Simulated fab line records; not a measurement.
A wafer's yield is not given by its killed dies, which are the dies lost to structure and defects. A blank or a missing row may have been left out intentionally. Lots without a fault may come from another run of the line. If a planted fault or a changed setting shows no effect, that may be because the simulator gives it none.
What tool caused it? | flow nandHarc | Sampling: 13 lots, 39 wafers, 6 of 1302 route steps

WHAT THE GAUGES SHOWED, per wafer
NHARC_P_STI_INSPECT_25. Usual: rawDefectCount at 222, with a standard deviation of 78.
lot  | measured     | on               | rawDefectCount | flag
L796 | day 3 06:30  | defectInspect-02 | 249 259 338    | 
L798 | day 3 19:55  | defectInspect-02 | 223 168 368    | 
L799 | day 4 15:07  | defectInspect-01 | 186 125 163    | 
L800 | day 4 15:07  | defectInspect-02 | 161 122 165    | 
L802 | day 5 15:22  | defectInspect-01 | 201 212 193    | 
L806 | day 7 05:55  | defectInspect-02 | 167 183 190    | 
L807 | day 7 10:56  | defectInspect-02 | 253 236 270    | 
L808 | day 7 23:28  | defectInspect-02 | 301 394 267    | 
L810 | day 8 23:33  | defectInspect-01 | 151 144 173    | 
L813 | day 10 04:16 | defectInspect-01 | 248 213 174    | 
L814 | day 10 16:17 | defectInspect-02 | 173 206 318    | 
L815 | day 11 06:09 | defectInspect-01 | 329 292 166    | 
L816 | day 11 06:09 | defectInspect-02 | 275 143 146    | 

NHARC_P_GATE_CD_MEAS_26: the cd target is 120 nm. Usual: cdNm at 119.5 nm, with a standard deviation of 0.79.
lot  | measured     | on       | cdNm (nm)         | flag
L796 | day 4 06:13  | cdSem-03 | 119.6 118.8 118.7 | 
L798 | day 4 19:49  | cdSem-02 | 120.2 120.4 119.6 | 
L799 | day 5 16:21  | cdSem-03 | 118.4 119.7 119.3 | 
L800 | day 5 17:11  | cdSem-01 | 118.5 118.7 118.8 | 
L802 | day 6 13:50  | cdSem-01 | 119.0 119.4 120.1 | 
L806 | day 8 08:56  | cdSem-02 | 120.3 119.2 119.3 | 
L807 | day 8 12:58  | cdSem-03 | 119.5 118.3 118.7 | 
L808 | day 9 02:12  | cdSem-01 | 119.1 118.4 119.0 | 
L810 | day 9 22:42  | cdSem-03 | 119.2 118.7 119.4 | 
L813 | day 11 09:03 | cdSem-03 | 222.6 222.9 222.7 | OFF
L814 | day 11 16:15 | cdSem-02 | 120.1 119.6 119.4 | 
L815 | day 12 07:02 | cdSem-01 | 223.4 223.3 224.1 | OFF
L816 | day 12 06:53 | cdSem-03 | 118.8 119.7 119.5 | 

NHARC_END_SORT_01. Usual: killedAtArray 62, standard deviation 18; killedAtOther 0.9, standard deviation 1.2; killedAtPeriphery 4.2, standard deviation 2.9; killedDies 67, standard deviation 17; killedOpen 3.6, standard deviation 1.9; killedShort 2.5, standard deviation 1.6.
lot  | measured     | on        | killedAtArray | killedAtOther | killedAtPeriphery | killedDies  | killedOpen | killedShort | flag
L813 | day 30 13:56 | prober-01 | 73 72 81      | 0 0 3         | 604 605 593       | 677 677 677 | 6 7 7      | 4 2 0       | OFF
L815 | day 32 10:44 | prober-02 | 36 46 40      | 0 1 1         | 641 630 636       | 677 677 677 | 7 3 4      | 4 3 3       | OFF

WHAT TOOL EACH LOT RAN ON (gives the tool, then ch and the chambers of the sampled wafers, and finally the start)
lot  | NHARC_P_STI_CMP_21            | NHARC_P_GATE_DEP_103            | NHARC_P_GATE_PEB_24
L796 | cmp-04 ch 0,1,2, day 2 20:16  | pecvd-04 ch 0,1, day 4 05:39    | lithoTrack-01 ch 0, day 4 06:08
L798 | cmp-03 ch 0,2,3, day 3 11:09  | pecvd-02 ch 0,2, day 4 19:10    | lithoTrack-04 ch 0, day 4 19:44
L799 | cmp-02 ch 0,1, day 4 04:05    | pecvd-02 ch 1,2, day 5 15:47    | lithoTrack-06 ch 0, day 5 16:16
L800 | cmp-03 ch 0,1,2, day 4 08:35  | pecvd-02 ch 1,2, day 5 16:26    | lithoTrack-01 ch 0, day 5 17:07
L802 | cmp-04 ch 0,2, day 5 03:40    | pecvd-02 ch 0,1,2, day 6 13:11  | lithoTrack-06 ch 0, day 6 13:45
L806 | cmp-04 ch 1,2,3, day 6 19:02  | pecvd-02 ch 0,2, day 8 08:15    | lithoTrack-01 ch 0, day 8 08:51
L807 | cmp-04 ch 0,1,2, day 7 03:13  | pecvd-01 ch 0,1, day 8 12:19    | lithoTrack-01 ch 0, day 8 12:53
L808 | cmp-03 ch 0,1,3, day 7 14:23  | pecvd-01 ch 1,2, day 9 01:39    | lithoTrack-06 ch 0, day 9 02:07
L810 | cmp-03 ch 1,2,3, day 8 15:24  | pecvd-01 ch 0,2, day 9 22:05    | lithoTrack-06 ch 0, day 9 22:37
L813 | cmp-03 ch 1,2,3, day 9 16:36  | pecvd-02 ch 0,1,2, day 11 08:23 | lithoTrack-01 ch 0, day 11 08:58
L814 | cmp-02 ch 0,1,3, day 10 06:19 | pecvd-02 ch 0,2, day 11 15:41   | lithoTrack-06 ch 0, day 11 16:10
L815 | cmp-02 ch 1,2,3, day 10 20:52 | pecvd-02 ch 1,2, day 12 06:20   | lithoTrack-01 ch 0, day 12 06:57
L816 | cmp-04 ch 2,3, day 10 20:52   | pecvd-01 ch 0,1,2, day 12 06:16 | lithoTrack-06 ch 0, day 12 06:48
- NHARC_P_STI_CMP_21: polishes, t overpolish 20 s, target thk 380.67 nm.
- NHARC_P_GATE_DEP_103: deposits SiON, target thk 30 nm.
- NHARC_P_GATE_PEB_24: peb time 65 s.

WHAT THE TOOLS THEMSELVES READ (means of the sampled wafers that have a number; where no wafer has one, the mark that the record gives instead)
NHARC_P_STI_CMP_21. Usual: motorCurrentA 11.9 A, standard deviation 1.3; overpolishRunS 20.000 s, standard deviation 0.0098.
lot  | tool   | motorCurrentA (A) | overpolishRunS (s) | flag
L796 | cmp-04 | 11.4              | 19.992             | 
L798 | cmp-03 | 11.8              | 19.998             | 
L799 | cmp-02 | 11.8              | 19.998             | 
L800 | cmp-03 | 12.1              | 19.999             | 
L802 | cmp-04 | 10.5              | 19.996             | 
L806 | cmp-04 | 12.0              | 20.000             | 
L807 | cmp-04 | 11.3              | 19.996             | 
L808 | cmp-03 | 11.6              | 20.008             | 
L810 | cmp-03 | 11.9              | 20.009             | 
L813 | cmp-03 | 12.3              | 20.003             | 
L814 | cmp-02 | 11.2              | 20.004             | 
L815 | cmp-02 | 11.2              | 19.999             | 
L816 | cmp-04 | 11.3              | 20.006             | 

NHARC_P_GATE_DEP_103. Usual: heaterPowerW at 755 W, with a standard deviation of 64.
lot  | tool     | heaterPowerW (W) | flag
L796 | pecvd-04 | 601              | 
L798 | pecvd-02 | 775              | 
L799 | pecvd-02 | 688              | 
L800 | pecvd-02 | 764              | 
L802 | pecvd-02 | 791              | 
L806 | pecvd-02 | 760              | 
L807 | pecvd-01 | 711              | 
L808 | pecvd-01 | 749              | 
L810 | pecvd-01 | 787              | 
L813 | pecvd-02 | 829              | 
L814 | pecvd-02 | 752              | 
L815 | pecvd-02 | 710              | 
L816 | pecvd-01 | 744              | 

NHARC_P_GATE_PEB_24. Usual: heaterPowerTotalW at 156.6 W, with a standard deviation of 0.43.
lot  | tool          | heaterPowerTotalW (W) | flag
L796 | lithoTrack-01 | 156.7                 | 
L798 | lithoTrack-04 | 156.9                 | 
L799 | lithoTrack-06 | 156.6                 | 
L800 | lithoTrack-01 | 156.4                 | 
L802 | lithoTrack-06 | 156.6                 | 
L806 | lithoTrack-01 | 156.7                 | 
L807 | lithoTrack-01 | 156.2                 | 
L808 | lithoTrack-06 | 156.5                 | 
L810 | lithoTrack-06 | 156.8                 | 
L813 | lithoTrack-01 | 435.5                 | OFF
L814 | lithoTrack-06 | 156.3                 | 
L815 | lithoTrack-01 | 436.0                 | OFF
L816 | lithoTrack-06 | 156.7                 | 

THE ANSWER, worked out from the rows above alone
Rule: lot off if the mean of its wafers having a number is beyond 3 standard deviations from the usual mean. A lot without any number at a reading at which 4 lots or more have one is off too. The other lots that the step has rows for count as sound. The gauges are gone through in route order, then the tools' own readings, and for those a lot's mean is taken as printed above. The first step at which some lot is off is used, and at that step the reading that is off furthest; a lot without a number counts as furthest.
Off: L813, L815 (NHARC_P_GATE_CD_MEAS_26, cdNm).
If a tool, at a process step before that reading, ran all the lots that are off and no sound lot after the first of them, it fits. The gauges at NHARC_P_GATE_CD_MEAS_26 aren't tried: what is off there is off at NHARC_END_SORT_01 too, on other tools, and a gauge's error can't cause that. One fits: lithoTrack-01 at NHARC_P_GATE_PEB_24. Its last sound lot is L807 (day 8 12:53), its first lot that is off L813 (day 11 08:58): a fault that began between those two fits.
On the lots that are off, the tool's own readings at NHARC_P_GATE_PEB_24 differ by more than 5 times the standard deviation of the sound lots' means, which bears it out; heaterPowerTotalW reads 435.8 W there versus 156.6 W on the sound lots.

WHAT THE SIMULATOR HAD INSERTED
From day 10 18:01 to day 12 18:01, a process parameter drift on lithoTrack-01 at NHARC_P_GATE_PEB_24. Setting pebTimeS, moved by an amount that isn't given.
Struck lots among those shown: L813, L815. The same result came from the rule above.
